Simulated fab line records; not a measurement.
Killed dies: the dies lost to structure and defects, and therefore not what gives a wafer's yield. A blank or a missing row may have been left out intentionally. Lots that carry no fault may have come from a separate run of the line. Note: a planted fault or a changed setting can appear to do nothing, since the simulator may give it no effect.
Chamber matching	flow n5 finfet	3 sister chambers for N5_BEOL_M1_CO_CAP_55 on cvd co-01
The step material Co, precursor CCTBA/H2, target thk 2 nm, time 102.1 s. 6 wafers are shown with their chamber, then 10 later ones without.

WAFERS PAIRED WITH THEIR CHAMBERS
wafer	chamber	heater power w (W)
L086.1	2	290
L086.4	1	242
L088.2	1	245
L088.5	0	210
L089.1	2	283
L089.2	0	210

WAFERS MISSING THEIR CHAMBER
wafer	heater power w (W)
L089.5	206
L092.1	296
L092.3	245
L092.5	248
L093.3	285
L093.5	252
L093.6	199
L094.1	251
L094.2	279
L094.4	246

CHAMBER TAKEN BY EACH
wafer	from the rows above	in truth
L089.5	0	0
L092.1	2	2
L092.3	1	1
L092.5	1	1
L093.3	2	2
L093.5	1	1
L093.6	0	0
L094.1	1	1
L094.2	2	2
L094.4	1	1
10 of 10 placed correctly. Number that these rows cannot place: 0. Placed wrongly: 0.
How it was worked out, from the rows above alone: a wafer's distance from a chamber is the root of the sum, over the readings, of the square of ((its reading less the chamber's mean) divided by the reading's scatter). If the next closest chamber is less than 2 further off than the closest, the wafer can't be placed; otherwise it belongs to the closest. Each chamber's mean is taken over the wafers shown for it. The scatter: take each reading less its chamber's mean, square it, sum over the shown wafers, divide by the number of wafers less the number of chambers, and take the root.
